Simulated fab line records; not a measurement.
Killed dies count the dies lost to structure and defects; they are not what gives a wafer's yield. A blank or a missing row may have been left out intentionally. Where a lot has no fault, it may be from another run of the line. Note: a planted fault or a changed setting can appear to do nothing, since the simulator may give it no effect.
Chamber matching || flow n5_finfet || N5_HKMG_FIN_ETCH_67 on rie_diel-04 has 4 sister chambers
The step etches SOC in N2/H2, stops on TiN, target depth 388.9 nm. 8 wafers are shown with their chamber, then 7 later ones without.

EACH WAFER AND ITS CHAMBER
{"wafer": "L075.4", "chamber": 2, "throttle_valve_pct (%)": 18.16, "showerhead_plenum_p_Torr (Torr)": 2.42}
{"wafer": "L084.1", "chamber": 1, "throttle_valve_pct (%)": 17.72, "showerhead_plenum_p_Torr (Torr)": 2.59}
{"wafer": "L084.4", "chamber": 3, "throttle_valve_pct (%)": 17.39, "showerhead_plenum_p_Torr (Torr)": 2.48}
{"wafer": "L093.2", "chamber": 0, "throttle_valve_pct (%)": 17.40, "showerhead_plenum_p_Torr (Torr)": 2.48}
{"wafer": "L093.3", "chamber": 2, "throttle_valve_pct (%)": 18.21, "showerhead_plenum_p_Torr (Torr)": 2.41}
{"wafer": "L093.6", "chamber": 1, "throttle_valve_pct (%)": 17.71, "showerhead_plenum_p_Torr (Torr)": 2.59}
{"wafer": "L095.1", "chamber": 0, "throttle_valve_pct (%)": 17.40, "showerhead_plenum_p_Torr (Torr)": 2.48}
{"wafer": "L095.2", "chamber": 3, "throttle_valve_pct (%)": 17.40, "showerhead_plenum_p_Torr (Torr)": 2.48}

WAFERS WITH NO CHAMBER GIVEN
{"wafer": "L095.3", "throttle_valve_pct (%)": 17.74, "showerhead_plenum_p_Torr (Torr)": 2.59}
{"wafer": "L095.4", "throttle_valve_pct (%)": 18.21, "showerhead_plenum_p_Torr (Torr)": 2.41}
{"wafer": "L095.5", "throttle_valve_pct (%)": 17.40, "showerhead_plenum_p_Torr (Torr)": 2.48}
{"wafer": "L095.6", "throttle_valve_pct (%)": 17.41, "showerhead_plenum_p_Torr (Torr)": 2.47}
{"wafer": "L096.1", "throttle_valve_pct (%)": 18.23, "showerhead_plenum_p_Torr (Torr)": 2.41}
{"wafer": "L096.4", "throttle_valve_pct (%)": 17.41, "showerhead_plenum_p_Torr (Torr)": 2.48}
{"wafer": "L096.5", "throttle_valve_pct (%)": 17.74, "showerhead_plenum_p_Torr (Torr)": 2.58}

CHAMBER TAKEN BY EACH
{"wafer": "L095.3", "from the rows above": 1, "in truth": 1}
{"wafer": "L095.4", "from the rows above": 2, "in truth": 2}
{"wafer": "L095.5", "from the rows above": "can't be placed: 0 or 3", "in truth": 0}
{"wafer": "L095.6", "from the rows above": "can't be placed: 0 or 3", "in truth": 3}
{"wafer": "L096.1", "from the rows above": 2, "in truth": 2}
{"wafer": "L096.4", "from the rows above": "can't be placed: 0 or 3", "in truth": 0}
{"wafer": "L096.5", "from the rows above": 1, "in truth": 1}
4 of 7 placed correctly. Cannot be placed on the basis of these rows: 3; the candidates contain the true chamber in 3. 0 placed wrongly.
How it was worked out, from the rows above alone: a wafer's distance from a chamber is the root of the sum, over the readings, of the square of ((its reading less the chamber's mean) divided by the reading's scatter). If the next closest chamber is less than 2 further off than the closest, the wafer can't be placed; otherwise it belongs to the closest. A chamber's mean is the mean of its shown wafers. The scatter: take each reading less its chamber's mean, square it, sum over the shown wafers, divide by the number of wafers less the number of chambers, and take the root.
